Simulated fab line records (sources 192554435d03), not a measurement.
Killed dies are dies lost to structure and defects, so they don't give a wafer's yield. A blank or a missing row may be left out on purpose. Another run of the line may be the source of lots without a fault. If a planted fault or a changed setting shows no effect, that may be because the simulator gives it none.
Comparing a struck lot with a sound one :: flow n5_finfet :: 26 steps out of a route of 1938
Sound: the wafers L571.2, L571.4, L571.6. The struck wafers were L563.4, L563.5, L563.6. The cause comes at the end.
Order at every step that has rows: each side's tool, ch and its chambers, its first start. Under that, the readings that differ: sound wafers :: struck wafers :: difference of the means :: sigmas: that difference in standard deviations of wafers without a fault.
alike: readings whose means differ by less than 2 such deviations, and words and numbers that are the same on both sides. not compared: withheld readings, readings that some wafer has no value for, bounds like >300 that may hide the same value, and numbers for which the record gives no deviation and whose values overlap.
The two part at a step that has a row with sigmas, a row that says differs or no value, or rows on one side only. Numbers that have no deviation but don't overlap get no sigmas and don't part them. A reading missing from all wafers of one side parts the sides only when that side holds two or more wafers.

first, 9 steps without rows for these wafers: N5_MOL_CONTACT_COAG_ANNEAL_112 (time 1800 s); N5_BEOL_M0_SAQP_PECVD_00 (deposits SiCN from 3MS/NH3, target thk 8 nm, time 14 s); N5_BEOL_M0_SAQP_ILD_DEP_01 (deposits SiOC from DEMS/O2, target thk 45.419 nm, time 8.7 s); N5_BEOL_M0_SAQP_HM_DEP_02 (deposits TiN, target thk 12 nm); N5_BEOL_M0_SAQP_PECVD_03 (deposits SiCN from 3MS/NH3, target thk 12 nm, time 21.1 s); N5_BEOL_M0_SAQP_PECVD_96 (deposits a-Si from SiH4/He, target thk 45 nm, time 45.2 s); N5_BEOL_M0_SAQP_PECVD_97 (deposits SiNx from SiH4/NH3/N2, target thk 23 nm, time 19.9 s); N5_BEOL_M0_SAQP_PECVD_04 (deposits a-Si from SiH4/He, target thk 60 nm, time 60.2 s); N5_BEOL_M0_SAQP_HM_DEP_111 (deposits SiO2 from SiH4/N2O, target thk 12 nm, time 7.2 s).
N5_BEOL_M0_SAQP_COAT_81: time 60 s, resist thk 100 nm.
  sound on litho_track-04 ch 0, day 11 03:52; struck on litho_track-05 ch 0, day 8 23:46
reading: spin_speed_rpm (rpm)
sound: 1500.7 1499.8 1499.3
struck: 1580.2 1578.3 1579.6
difference: +79.4
sigmas: +86

reading: model.SOC_of_BEOL_M0_SAQP_COAT_81.thk_nm (nm)
sound: 100 99.8 100.2
struck: 98 98 98
difference: -2
sigmas: 
  alike: exhaust_pa
then, 9 steps without rows for these wafers: N5_BEOL_M0_SAQP_COAT_82 (time 60 s, resist thk 30 nm); N5_BEOL_M0_SAQP_COAT_08 (resist thk 90 nm); N5_BEOL_M0_SAQP_EBR_10; N5_BEOL_M0_SAQP_SOFTBAKE_09 (time 60 s); N5_BEOL_M0_SAQP_EXPOSE_11 (exposes mask M0 CORE, target cd 42 nm); N5_BEOL_M0_SAQP_PEB_12 (peb time 60 s); N5_BEOL_M0_SAQP_DEVELOP_13 (develop time 30 s); N5_BEOL_M0_SAQP_DESCUM_19 (chemistry O2, time 7.9 s); N5_BEOL_M0_SAQP_ETCH_83 (etches SiARC in CF4, target depth 39 nm, time 65 s).
N5_BEOL_M0_SAQP_ETCH_84: etches SOC in N2/H2, target depth 100 nm, overetch 20 nm, time 150 s.
  sound on rie_diel-03 ch 0,3, day 11 04:43; struck on rie_diel-05 ch 0,2,3, day 9 00:32
reading: model.etch.depth_nm (nm)
sound: 100 99.88 100.2
struck: 98.06 97.9 97.91
difference: -2.07
sigmas: 
  alike: drypump_motor_current_A, oes_product_au, rf_fwd_power_W, rf_vpp_V, showerhead_plenum_p_Torr, throttle_valve_pct
  not compared: rf_hours_counter_h
then, 3 steps without rows for these wafers: N5_BEOL_M0_SAQP_STRIP_80 (strips in N2/H2); N5_BEOL_M0_SAQP_HM_OPEN_112 (chemistry CHF3/O2, target SiO2, stops on a-Si, target depth 12 nm, time 13.5 s); N5_BEOL_M0_SAQP_STRIP_113 (strips in CHF3/O2).
N5_BEOL_M0_SAQP_MANDREL_ETCH_20: etches a-Si in HBr/Cl2, stops on SiNx, target depth 60 nm, bt time 10 s, time 30 s.
  sound on rie_si-05 ch 0,2,3, day 11 04:55; struck on rie_si-02 ch 0,1,2, day 9 00:40
reading: model.SOC_of_BEOL_M0_SAQP_COAT_81.thk_nm (nm)
sound: 76.4 75.4 76.2
struck: 74.2 74 74
difference: -1.9
sigmas: 
  alike: drypump_motor_current_A, mfc_cl2_sccm, oes_product_au, rf_fwd_power_W, throttle_valve_pct
  not compared: rf_hours_counter_h
then, 1 step without rows for these wafers: N5_BEOL_M0_SAQP_STRIP_86 (strips in N2/H2).
-- here the record skips 2 days between the struck wafers' starts before and after, leaving off in module BEOL_M0_SAQP and picking up in module BEOL_M4 (first step shown: number 1111 of the route) --
N5_BEOL_M4_RC_MEAS_101:
  sound on prober-02 ch 0, day 13 16:10; struck on prober-01 ch 0, day 11 03:47
  alike: DIBL_N, DIBL_P, IOFF_N, IOFF_P, ION_N, ION_P, SS_N, SS_P, VT_N, VT_P

WHERE THEY PART
N5_BEOL_M0_SAQP_COAT_81 only, going by this record. Later steps at which nothing parts them and some readings are alike: N5_BEOL_M0_SAQP_ETCH_84, N5_BEOL_M0_SAQP_MANDREL_ETCH_20, N5_BEOL_M4_RC_MEAS_101.

WHY: the cause the simulator had injected
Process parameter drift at N5_BEOL_M0_SAQP_COAT_81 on litho_track-05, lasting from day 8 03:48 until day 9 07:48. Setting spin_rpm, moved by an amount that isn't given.
